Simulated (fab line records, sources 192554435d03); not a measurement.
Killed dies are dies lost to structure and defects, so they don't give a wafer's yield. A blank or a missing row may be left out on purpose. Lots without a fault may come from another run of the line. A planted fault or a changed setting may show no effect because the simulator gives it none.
fab line records | flow n5_finfet
record lots=24 wafers=72 last_day=17
route steps=1938 shown BEOL_M4@1021
lots that met no fault: from a run of the same line without faults
start_h: hours from the record's first day to the start of the lot's first wafer shown | wait_h: hours since the lot's step before | " the same as in the row above | L1.1+2: a row that stands for several wafers | - no value, or no start given | * or withheld: withheld | < > ~ a bound
route shown NAME@n: a module of which the file shows steps, and the number in the route of the first | usual: mean/standard deviation of fault-free wafers | same: alike in all rows | chamber/n: place in a boat | sites: the reading at each site | _std_site: their standard deviation | _edge_site: outer sites' mean less inner sites' | radius_mm: how far each site lies from the wafer's centre | mask NAME#n: copy n | behind: the tool/chamber that last shaped the wafer | hold: why the lot was held/for how many hours/how that ended | device: the transistor (n, p or np) that didn't switch | end of line: the same wafers' tests at the end of the route | a step without rows: its recipe alone | killed: dies lost to structure and defects at the first sort, not the wafer's yield | map: a wafer's dies, x killed, . not, _ none there
set.NAME: the setting as run; set.NAME@STEP: as run at that earlier step | model.NAME: the simulator's own value behind a step, which no gauge read
steps of the route over a sample of lots; a table a step, a row a wafer
services: from which hour (start_h, from the record's first day; less than 0 if before it) a tool's chamber was out of use, for how many hours, and why
## steps
# step N5_BEOL_M4_ILD_DEP_00
# recipe material=SiOC target_thk_a=790 temp_c=350 precursor=DEMS/O2 pressure_torr=5 rf_w=500 time_s=15.3
# usual heater_power_w=430/62 showerhead_plenum_p_Torr=5.694/0.016 throttle_valve_pct=12.1/0.48
# columns lot.wafer tool chamber start_h wait_h heater_power_w showerhead_plenum_p_Torr throttle_valve_pct
L076.1 pecvd-02 0 161.21 0.0 376 5.668 12.3
L076.3 " 1 " " 498 5.705 12.5
L076.5 " 0 " " 369 5.684 12.6
L074.2 pecvd-02 2 163.05 0.0 490 5.695 11.7
L074.3 " 0 " " 450 5.689 12.4
L074.5 " 2 " " 493 5.669 11.4
L075.1 pecvd-04 0 166.37 0.0 360 5.714 12.7
L075.3 " 2 " " 426 5.697 11.4
L075.5 " 0 " " 379 5.703 13.0
L077.1 pecvd-03 0 174.96 0.0 460 5.683 11.8
L077.3 " 2 " " 569 5.689 12.2
L077.6 " 0 " " 465 5.694 11.4
L078.1 pecvd-04 0 182.89 0.0 393 5.697 12.8
L078.3 " 2 " " 451 5.688 11.5
L078.6 " 1 " " 472 5.695 12.7
L079.1 pecvd-04 1 193.91 0.0 435 5.696 12.8
L079.3 " 2 " " 373 5.697 11.5
L079.6 " 1 " " 439 5.696 12.8
L081.2 pecvd-02 0 194.05 0.0 391 5.684 12.4
L081.3 " 1 " " 473 5.722 12.5
L081.5 " 0 " " 393 5.685 12.6
L080.1 pecvd-03 2 195.79 0.0 519 5.689 12.3
L080.3 " 0 " " 365 5.704 11.9
L080.5 " 1 " " 356 5.695 12.3
L082.1 pecvd-03 1 217.32 0.0 333 5.691 12.0
L082.2 " 0 " " 411 5.691 11.6
L082.3 " 1 " " 334 5.687 12.2
L084.2 pecvd-04 2 221.24 0.0 443 5.711 11.2
L084.3 " 0 " " 404 5.699 12.6
L084.5 " 0 " " 393 5.700 12.8
L083.2 pecvd-03 0 221.64 0.0 440 5.699 11.4
L083.4 " 1 " " 362 5.702 12.0
L083.5 " 0 " " 430 5.686 12.0
L085.3 pecvd-03 0 224.42 0.1 422 5.678 11.5
L085.4 " 1 " " 327 5.694 11.9
L085.6 " 0 " " 441 5.687 11.6
L086.1 pecvd-02 0 227.56 0.0 381 5.690 12.5
L086.3 " 1 " " 505 5.725 12.5
L086.4 " 2 " " 482 5.671 11.4
L087.1 pecvd-03 0 235.58 0.0 438 5.692 11.8
L087.3 " 0 " " 450 5.680 11.8
L087.6 " 1 " " 316 5.690 12.3
L088.1 pecvd-04 0 239.50 0.0 423 5.693 12.6
L088.3 " 2 " " 453 5.695 11.4
L088.5 " 0 " " 431 5.710 13.0
L089.4 pecvd-03 2 245.25 0.1 578 5.683 11.4
L089.5 " 0 " " 435 5.697 11.7
L089.6 " 1 " " 336 5.698 12.1
L090.1 pecvd-02 1 245.49 0.0 475 5.729 12.5
L090.2 " 2 " " 466 5.678 11.8
L090.5 " 2 " " 465 5.680 11.4
L091.2 pecvd-02 0 250.59 0.0 395 5.676 12.5
L091.3 " 1 " " 524 5.721 12.7
L091.4 " 0 " " 401 5.679 12.4
L093.2 pecvd-03 0 272.96 0.0 456 5.694 11.7
L093.4 " 2 " " 535 5.683 11.4
L093.5 " 0 " " 459 5.699 11.7
L092.2 pecvd-03 2 275.49 0.0 475 5.686 11.7
L092.5 " 2 " " 487 5.684 11.3
L092.6 " 0 " " 435 5.684 11.7
L095.1 pecvd-02 2 281.82 0.0 471 5.680 11.7
L095.3 " 1 " " 423 5.730 12.4
L095.4 " 0 " " 387 5.684 12.4
L094.1 pecvd-02 0 285.69 0.0 446 5.682 12.7
L094.4 " 1 " " 513 5.732 12.7
L094.6 " 0 " " 363 5.673 12.4
L096.1 pecvd-03 2 287.66 0.0 527 5.684 11.5
L096.3 " 0 " " 431 5.706 11.8
L096.4 " 1 " " 335 5.697 12.2
L097.2 pecvd-02 0 287.94 0.0 388 5.690 12.3
L097.5 " 0 " " 397 5.671 12.4
L097.6 " 2 " " 475 5.663 11.7
# step N5_BEOL_M4_OVL_MEAS_29
# recipe points_per_wafer=522
# usual V3_OVL=0.0/0.6
# columns lot.wafer tool chamber start_h wait_h V3_OVL[nm]
L076.1 overlay-02 0 163.70 0.0 -0.3
L076.3 " 0 " " -0.9
L076.5 " 0 " " -0.4
L074.2 overlay-01 0 164.89 0.0 0.2
L074.3 " 0 " " -0.9
L074.5 " 0 " " -1.3
L075.1 overlay-02 0 170.40 0.0 -1.6
L075.3 " 0 " " -0.6
L075.5 " 0 " " -0.7
L077.1 overlay-01 0 178.86 0.0 1.2
L077.3 " 0 " " 0.7
L077.6 " 0 " " 0.4
L078.1 overlay-02 0 184.97 0.0 -0.1
L078.3 " 0 " " 0.1
L078.6 " 0 " " 0.5
L079.1 overlay-02 0 196.72 0.0 -0.2
L079.3 " 0 " " 0.0
L079.6 " 0 " " -0.1
L081.2 overlay-01 0 197.37 0.0 -0.4
L081.3 " 0 " " 0.4
L081.5 " 0 " " -0.2
L080.1 overlay-02 0 198.52 0.0 -0.6
L080.3 " 0 " " -0.4
L080.5 " 0 " " 0.2
L082.1 overlay-01 0 219.33 0.0 0.4
L082.2 " 0 " " 0.1
L082.3 " 0 " " 0.2
L084.2 overlay-02 0 224.75 0.0 0.2
L084.3 " 0 " " 0.4
L084.5 " 0 " " -0.2
L083.2 overlay-02 0 225.07 0.0 0.8
L083.4 " 0 " " 0.3
L083.5 " 0 " " 0.9
L085.3 overlay-01 0 225.89 0.0 -0.2
L085.4 " 0 " " 0.3
L085.6 " 0 " " -0.1
L086.1 overlay-01 0 229.35 0.0 0.5
L086.3 " 0 " " 0.1
L086.4 " 0 " " -0.4
L087.1 overlay-02 0 237.92 0.0 0.3
L087.3 " 0 " " -0.7
L087.6 " 0 " " -0.1
L088.1 overlay-01 0 242.91 0.0 -0.3
L088.3 " 0 " " -0.3
L088.5 " 0 " " -1.0
L089.4 overlay-01 0 247.34 0.0 0.4
L089.5 " 0 " " -0.5
L089.6 " 0 " " 1.7
L090.1 overlay-01 0 248.16 0.0 0.2
L090.2 " 0 " " 0.4
L090.5 " 0 " " 0.1
L091.2 overlay-02 0 252.07 0.0 -0.6
L091.3 " 0 " " -1.0
L091.4 " 0 " " 0.2
L093.2 overlay-02 0 275.71 0.0 1.0
L093.4 " 0 " " 1.0
L093.5 " 0 " " 0.9
L092.2 overlay-02 0 277.18 0.0 -0.4
L092.5 " 0 " " 0.6
L092.6 " 0 " " -0.3
L095.1 overlay-02 0 284.25 0.0 -0.1
L095.3 " 0 " " -0.4
L095.4 " 0 " " -1.0
L094.1 overlay-02 0 288.12 0.0 -0.7
L094.4 " 0 " " 0.6
L094.6 " 0 " " -0.3
L096.1 overlay-01 0 289.91 0.0 0.6
L096.3 " 0 " " 0.7
L096.4 " 0 " " 1.0
L097.2 overlay-01 0 290.32 0.0 0.5
L097.5 " 0 " " 0.4
L097.6 " 0 " " -0.6
# step N5_BEOL_M4_ETCH_77
# recipe chemistry=N2/H2 target=underlayer target_depth_a=65 mask_material=CAR-EUV time_s=5.2 ion_energy_ev=200 pressure_mtorr=30 source_w=840 bias_w=150 n2_flow_sccm=200 h2_flow_sccm=200 ends=cleared
# usual drypump_motor_current_A=5.6/0.6 etch_rf_on_time_s=5.15/0.13 oes_product_au=0.68/0.081 rf_vpp_V=524.4/2.6 showerhead_plenum_p_Torr=2.57/0.09 throttle_valve_pct=17.89/0.21
# columns lot.wafer tool chamber start_h wait_h drypump_motor_current_A etch_rf_on_time_s oes_product_au rf_hours_counter_h rf_vpp_V showerhead_plenum_p_Torr throttle_valve_pct
L076.1 rie_diel-06 3 163.83 0.0 5.9 5.26 0.68 90 523.5 2.57 17.79
L076.3 " 2 " " 5.1 5.25 0.66 83 527.4 2.69 17.70
L076.5 " 3 " " 5.9 5.22 0.69 - 524.4 2.57 17.81
L074.2 rie_diel-05 2 165.26 0.0 5.3 5.21 0.73 42 525.9 2.58 17.43
L074.3 " 1 " " 5.3 5.00 0.58 248 521.2 2.40 18.37
L074.5 " 1 " " 5.3 5.06 0.59 - 520.7 2.40 18.36
L075.1 rie_diel-04 1 170.55 0.0 5.9 5.00 0.61 233 525.3 2.60 18.38
L075.3 " 0 " " 6.7 5.13 0.64 180 526.3 2.64 17.89
L075.5 " 0 " " 6.7 5.12 0.63 - 527.7 2.64 17.90
L077.1 rie_diel-06 2 178.99 0.0 5.1 5.20 0.66 89 527.3 2.69 17.71
L077.3 " 3 " " 5.9 5.26 0.67 96 524.6 2.57 17.83
L077.6 " 0 " " 6.2 5.26 0.59 - 522.5 2.51 18.33
L078.1 rie_diel-06 2 185.09 0.0 5.1 5.22 0.67 91 528.8 2.69 17.72
L078.3 " 3 " " 5.9 5.24 0.67 98 524.1 2.57 17.85
L078.6 " 3 " " 5.9 5.24 0.68 - 525.6 2.57 17.83
L079.1 rie_diel-05 0 197.49 0.0 4.8 4.97 0.59 249 523.1 2.40 18.13
L079.3 " 3 " " 6.4 4.97 0.80 16 525.7 2.61 17.72
L079.6 " 2 " " 5.3 5.23 0.71 - 523.6 2.58 17.43
L081.2 rie_diel-06 2 197.68 0.0 5.1 5.27 0.67 96 526.6 2.68 17.72
L081.3 " 1 " " 4.8 5.28 0.59 214 521.5 2.50 17.92
L081.5 " 2 " " 5.1 5.21 0.66 - 527.8 2.69 17.72
L080.1 rie_diel-05 2 198.65 0.0 5.3 5.24 0.72 55 526.2 2.58 17.44
L080.3 " 1 " " 5.3 4.97 0.83 4 529.3 2.72 17.96
L080.5 " 1 " " 5.3 4.93 0.84 - 529.0 2.72 17.97
L082.1 rie_diel-06 2 219.45 0.0 5.1 5.19 0.66 104 528.3 2.68 17.71
L082.2 " 1 " " 4.8 5.21 0.59 222 522.7 2.50 17.94
L082.3 " 3 " " 5.9 5.14 0.67 112 524.8 2.56 17.83
L084.2 rie_diel-04 2 224.88 0.0 5.6 5.21 0.79 16 521.9 2.48 17.67
L084.3 " 0 " " 6.7 5.10 0.63 201 524.8 2.63 17.93
L084.5 " 3 " " 6.3 5.26 0.64 - 520.0 2.44 18.23
L083.2 rie_diel-04 0 225.22 0.0 6.7 5.13 0.63 201 527.2 2.63 17.94
L083.4 " 0 " " 6.7 5.04 0.63 - 526.7 2.63 17.93
L083.5 " 3 " " 6.2 5.30 0.64 - 524.1 2.44 18.22
L085.3 rie_diel-06 2 226.01 0.0 5.1 5.19 0.67 108 526.7 2.68 17.73
L085.4 " 2 " " 5.1 5.17 0.65 - 530.4 2.68 17.73
L085.6 " 1 " " 4.8 5.19 0.60 - 522.3 2.50 17.92
L086.1 rie_diel-04 2 229.47 0.0 5.7 5.23 0.79 18 522.8 2.48 17.66
L086.3 " 3 " " 6.2 5.23 0.64 143 520.5 2.44 18.22
L086.4 " 2 " " 5.7 5.14 0.79 - 521.9 2.48 17.67
L087.1 rie_diel-04 3 238.21 0.0 6.2 5.21 0.64 146 523.4 2.43 18.20
L087.3 " 0 " " 6.7 5.06 0.62 205 525.9 2.63 17.93
L087.6 " 3 " " 6.2 5.22 0.64 - 521.0 2.44 18.22
L088.1 rie_diel-05 2 243.04 0.0 5.3 5.26 0.70 72 525.8 2.57 17.50
L088.3 " 1 " " 5.3 5.00 0.78 21 527.1 2.71 17.98
L088.5 " 0 " " 4.8 4.78 0.85 - 528.6 2.71 17.77
L089.4 rie_diel-06 2 247.46 0.0 5.1 5.21 0.66 114 526.9 2.68 17.74
L089.5 " 0 " " 6.3 5.02 0.83 - 525.0 2.51 17.83
L089.6 " 3 " " 5.9 5.17 0.65 - 524.0 2.56 17.87
L090.1 rie_diel-06 1 248.34 0.0 4.8 5.25 0.58 234 523.5 2.49 17.97
L090.2 " 0 " " 6.2 5.13 0.81 6 524.1 2.51 17.85
L090.5 " 2 " " 5.1 5.23 0.65 - 528.1 2.68 17.72
L091.2 rie_diel-06 3 252.19 0.0 5.9 5.24 0.66 124 523.2 2.56 17.86
L091.3 " 1 " " 4.8 5.39 0.57 235 524.1 2.49 17.97
L091.4 " 0 " " 6.2 5.14 0.80 7 525.3 2.51 17.87
L093.2 rie_diel-06 2 275.87 0.0 5.1 5.13 0.65 124 525.3 2.67 17.78
L093.4 " 1 " " 4.8 5.16 0.59 242 521.9 2.49 17.97
L093.5 " 1 " " 4.8 5.19 0.58 - 524.2 2.49 17.96
L092.2 rie_diel-06 1 277.61 0.0 4.8 5.26 0.58 243 523.1 2.49 17.97
L092.5 " 2 " " 5.1 5.29 0.64 - 525.3 2.67 17.77
L092.6 " 1 " " 4.8 5.30 0.58 - 523.4 2.49 17.99
L095.1 rie_diel-05 1 284.58 0.0 5.3 4.95 0.77 40 527.7 2.70 18.04
L095.3 " 2 " " 5.3 5.14 0.69 91 525.7 2.56 17.50
L095.4 " 1 " " 5.3 4.96 0.76 - 524.6 2.70 18.02
L094.1 rie_diel-05 2 288.25 0.0 5.3 5.25 0.67 93 523.1 2.56 17.51
L094.4 " 0 " " 4.8 4.74 0.81 - 527.0 2.70 17.80
L094.6 " 1 " " 5.3 4.98 0.75 - 524.6 2.70 18.02
L096.1 rie_diel-06 0 290.03 0.0 6.2 5.09 0.79 20 523.4 2.50 17.88
L096.3 " 1 " " 4.8 5.20 0.58 247 523.8 2.49 18.00
L096.4 " 2 " " 5.1 5.13 0.65 130 528.9 2.67 17.76
L097.2 rie_diel-06 1 290.44 0.0 4.8 5.24 0.58 247 522.3 2.49 17.99
L097.5 " 2 " " 5.1 5.21 0.63 - 526.2 2.67 17.79
L097.6 " 3 " " 5.9 5.19 0.65 - 522.4 2.55 17.90
# step N5_BEOL_M4_PRE_CLEAN_45
# recipe gas=H2/He time_s=30 temp_c=250
# usual heater_power_w=343/54
# columns lot.wafer tool chamber start_h wait_h heater_power_w
L076.1 pvd_sputter-02 - 165.64 0.0 420
L076.3 " - " " 238
L076.5 " - " " 412
L074.2 pvd_sputter-02 - 173.86 0.0 237
L074.3 " - " " 391
L074.5 " - " " 384
L075.1 pvd_sputter-01 - 173.99 0.0 378
L075.3 " - " " 323
L075.5 " - " " 326
L077.1 pvd_sputter-02 - 193.50 0.0 235
L077.3 " - " " 314
L077.6 " - " " 240
L078.1 pvd_sputter-02 - 196.78 0.0 240
L078.3 " - " " 323
L078.6 " - " " 325
L081.2 pvd_sputter-01 - 199.88 0.0 332
L081.3 " - " " 315
L081.5 " - " " 323
L079.1 pvd_sputter-02 - 199.88 0.0 240
L079.3 " - " " 382
L079.6 " - " " 321
L080.1 pvd_sputter-01 - 200.40 0.0 378
L080.3 " - " " 332
L080.5 " - " " 327
L082.1 pvd_sputter-02 - 220.85 0.0 423
L082.2 " - " " 376
L082.3 " - " " 247
L084.2 pvd_sputter-01 - 227.14 0.0 327
L084.3 " - " " 321
L084.5 " - " " 335
L083.2 pvd_sputter-03 - 227.40 0.0 424
L083.4 " - " " 330
L083.5 " - " " 271
L085.3 pvd_sputter-03 - 227.52 0.0 357
L085.4 " - " " 428
L085.6 " - " " 343
L086.1 pvd_sputter-02 - 234.33 0.0 421
L086.3 " - " " 331
L086.4 " - " " 244
L087.1 pvd_sputter-02 - 242.37 0.0 387
L087.3 " - " " 321
L087.6 " - " " 239
L089.4 pvd_sputter-01 - 249.76 0.0 371
L089.5 " - " " 336
L089.6 " - " " 333
L088.1 pvd_sputter-01 - 250.42 0.0 330
L088.3 " - " " 329
L088.5 " - " " 323
L090.1 pvd_sputter-01 - 251.60 0.0 377
L090.2 " - " " 324
L090.5 " - " " 374
L091.2 pvd_sputter-03 - 256.68 0.0 274
L091.3 " - " " 360
L091.4 " - " " 341
L093.2 pvd_sputter-02 - 281.01 0.0 391
L093.4 " - " " 324
L093.5 " - " " 324
L092.2 pvd_sputter-01 - 281.09 0.0 366
L092.5 " - " " 324
L092.6 " - " " 323
L095.1 pvd_sputter-02 - 287.49 0.0 240
L095.3 " - " " 317
L095.4 " - " " 420
L094.1 pvd_sputter-03 - 289.91 0.0 351
L094.4 " - " " 430
L094.6 " - " " 433
L096.1 pvd_sputter-03 - 295.06 0.0 434
L096.3 " - " " 339
L096.4 " - " " 280
L097.2 pvd_sputter-02 - 295.06 0.0 373
L097.5 " - " " 423
L097.6 " - " " 384
# step N5_BEOL_M4_ANNEAL_82
# recipe temp_c=400 time_s=240 ambient=vacuum
# usual heater_power_w=857/130
# columns lot.wafer tool chamber start_h wait_h heater_power_w
L076.1 pvd_sputter-03 - 166.73 0.0 857
L076.3 " - " " 673
L076.5 " - " " 669
L074.2 pvd_sputter-02 - 174.89 0.0 782
L074.3 " - " " 1028
L074.5 " - " " 592
L075.1 pvd_sputter-03 - 175.22 0.0 880
L075.3 " - " " 839
L075.5 " - " " 870
L077.1 pvd_sputter-02 - 194.72 0.0 1048
L077.3 " - " " 955
L077.6 " - " " 982
L078.1 pvd_sputter-01 - 197.84 0.0 848
L078.3 " - " " 807
L078.6 " - " " 792
L081.2 pvd_sputter-01 - 201.00 0.0 798
L081.3 " - " " 800
L081.5 " - " " 786
L079.1 pvd_sputter-03 - 201.06 0.0 867
L079.3 " - " " 679
L079.6 " - " " 892
L080.1 pvd_sputter-02 - 202.78 0.0 592
L080.3 " - " " 962
L080.5 " - " " 610
L082.1 pvd_sputter-03 - 221.97 0.0 1057
L082.2 " - " " 870
L082.3 " - " " 670
L084.2 pvd_sputter-03 - 228.20 0.0 803
L084.3 " - " " 1054
L084.5 " - " " 665
L083.2 pvd_sputter-01 - 228.49 0.0 803
L083.4 " - " " 840
L083.5 " - " " 794
L085.3 pvd_sputter-02 - 230.26 0.0 953
L085.4 " - " " 1037
L085.6 " - " " 1056
L086.1 pvd_sputter-02 - 235.59 0.0 959
L086.3 " - " " 1043
L086.4 " - " " 614
L087.1 pvd_sputter-01 - 245.14 0.0 949
L087.3 " - " " 802
L087.6 " - " " 930
L089.4 pvd_sputter-02 - 250.92 0.0 948
L089.5 " - " " 1057
L089.6 " - " " 952
L088.1 pvd_sputter-03 - 251.70 0.0 858
L088.3 " - " " 857
L088.5 " - " " 846
L090.1 pvd_sputter-02 - 252.88 0.0 968
L090.2 " - " " 611
L090.5 " - " " 616
L091.2 pvd_sputter-01 - 258.29 0.0 832
L091.3 " - " " 805
L091.4 " - " " 822
L093.2 pvd_sputter-03 - 282.11 0.0 656
L093.4 " - " " 1077
L093.5 " - " " 848
L092.2 pvd_sputter-01 - 282.16 0.0 818
L092.5 " - " " 797
L092.6 " - " " 930
L095.1 pvd_sputter-02 - 288.85 0.0 969
L095.3 " - " " 786
L095.4 " - " " 589
L094.1 pvd_sputter-01 - 291.04 0.0 804
L094.4 " - " " 808
L094.6 " - " " 830
L096.1 pvd_sputter-03 - 296.18 0.0 843
L096.3 " - " " 1111
L096.4 " - " " 678
L097.2 pvd_sputter-02 - 296.56 0.0 932
L097.5 " - " " 793
L097.6 " - " " 600
# step N5_BEOL_M4_SPUTTER_92
# recipe material=Cu target_thk_a=45 temp_c=-20 chamber_pressure_pa=0.07 power_w=withheld time_s=8.29
# usual chuck_sensor_temp_C=-15.9/0.49 throttle_valve_pct=30.6/1.3
# columns lot.wafer tool chamber start_h wait_h chuck_sensor_temp_C throttle_valve_pct
L076.1 pvd_sputter-03 - 167.53 0.1 -16.0 28.0
L076.3 " - " " -16.1 30.7
L076.5 " - " " -16.0 30.9
L074.2 pvd_sputter-02 - 175.69 0.1 -16.6 32.8
L074.3 " - " " -16.3 30.7
L074.5 " - " " -16.2 31.6
L075.1 pvd_sputter-03 - 176.02 0.1 -14.9 31.2
L075.3 " - " " -15.9 27.9
L075.5 " - " " -15.3 31.2
L077.1 pvd_sputter-02 - 195.52 0.1 -16.4 30.8
L077.3 " - " " -15.4 31.0
L077.6 " - " " -15.4 30.7
L078.1 pvd_sputter-01 - 198.64 0.1 -16.0 30.6
L078.3 " - " " -15.7 30.7
L078.6 " - " " -15.6 30.6
L081.2 pvd_sputter-01 - 201.80 0.1 -15.5 30.6
L081.3 " - " " -16.4 28.0
L081.5 " - " " -15.6 30.6
L079.1 pvd_sputter-03 - 201.86 0.1 -15.1 31.1
L079.3 " - " " -15.9 30.8
L079.6 " - " " -15.1 31.3
L080.1 pvd_sputter-02 - 203.58 0.1 -16.1 31.7
L080.3 " - " " -15.5 31.0
L080.5 " - " " -16.1 31.7
L082.1 pvd_sputter-03 - 222.77 0.1 -15.9 30.8
L082.2 " - " " -15.0 31.3
L082.3 " - " " -15.9 30.7
L084.2 pvd_sputter-03 - 229.00 0.1 -15.8 27.9
L084.3 " - " " -16.0 31.1
L084.5 " - " " -15.9 30.8
L083.2 pvd_sputter-01 - 229.29 0.1 -16.4 28.0
L083.4 " - " " -16.1 30.7
L083.5 " - " " -15.7 30.7
L085.3 pvd_sputter-02 - 231.06 0.1 -15.5 30.9
L085.4 " - " " -16.4 31.2
L085.6 " - " " -16.6 30.7
L086.1 pvd_sputter-02 - 236.39 0.1 -15.6 31.0
L086.3 " - " " -16.4 31.1
L086.4 " - " " -16.1 31.5
L087.1 pvd_sputter-01 - 245.94 0.1 -15.0 30.4
L087.3 " - " " -15.5 30.8
L087.6 " - " " -14.9 30.2
L089.4 pvd_sputter-02 - 251.72 0.1 -15.4 31.0
L089.5 " - " " -16.3 30.8
L089.6 " - " " -15.4 30.9
L088.1 pvd_sputter-03 - 252.50 0.1 -15.0 31.4
L088.3 " - " " -16.0 27.7
L088.5 " - " " -15.8 27.9
L090.1 pvd_sputter-02 - 253.68 0.1 -15.5 30.8
L090.2 " - " " -16.2 31.6
L090.5 " - " " -16.2 31.7
L091.2 pvd_sputter-01 - 259.09 0.1 -16.4 27.8
L091.3 " - " " -15.5 30.8
L091.4 " - " " -16.1 30.8
L093.2 pvd_sputter-03 - 282.91 0.1 -16.0 30.9
L093.4 " - " " -15.8 31.2
L093.5 " - " " -16.0 27.9
L092.2 pvd_sputter-01 - 282.96 0.1 -16.1 27.8
L092.5 " - " " -15.6 30.7
L092.6 " - " " -14.9 30.4
L095.1 pvd_sputter-02 - 289.65 0.1 -15.5 31.1
L095.3 " - " " -16.6 32.8
L095.4 " - " " -16.2 31.7
L094.1 pvd_sputter-01 - 291.84 0.1 -16.3 27.9
L094.4 " - " " -15.6 30.9
L094.6 " - " " -16.2 28.0
L096.1 pvd_sputter-03 - 296.98 0.1 -15.9 27.7
L096.3 " - " " -16.0 30.6
L096.4 " - " " -15.8 30.6
L097.2 pvd_sputter-02 - 297.36 0.1 -15.6 30.9
L097.5 " - " " -16.6 32.8
L097.6 " - " " -16.5 32.0
## services
# columns tool chamber start_h hours kind
pecvd-02 - 137.52 0.7 repair
rie_diel-04 0 138.65 5.3 repair
pecvd-03 - 138.88 0.5 repair
pvd_sputter-01 - 141.51 3.1 repair
rie_diel-06 0 147.08 5.7 repair
pvd_sputter-01 - 151.78 1.0 repair
rie_diel-05 1 170.15 - clean
rie_diel-05 1 170.15 - consumable_replace:focus_ring
pecvd-03 2 183.26 5.5 scheduled_down
pvd_sputter-01 - 194.09 0.8 repair
pecvd-03 1 196.50 16.5 scheduled_down
rie_diel-06 0 197.25 - clean
rie_diel-06 0 197.25 - consumable_replace:focus_ring
rie_diel-06 0 197.25 35.3 scheduled_down
rie_diel-06 0 197.25 35.3 vent_cycle
pecvd-02 1 205.67 4.9 repair
pecvd-03 2 213.00 - clean
pecvd-03 2 213.00 - consumable_replace:showerhead
pecvd-03 2 213.00 29.0 scheduled_down
pecvd-03 2 213.00 29.0 vent_cycle
rie_diel-04 1 235.62 8.8 repair
rie_diel-05 3 239.05 115.1 repair
pecvd-04 2 272.32 2.5 repair
pecvd-03 1 275.80 7.2 repair
## key
fault none
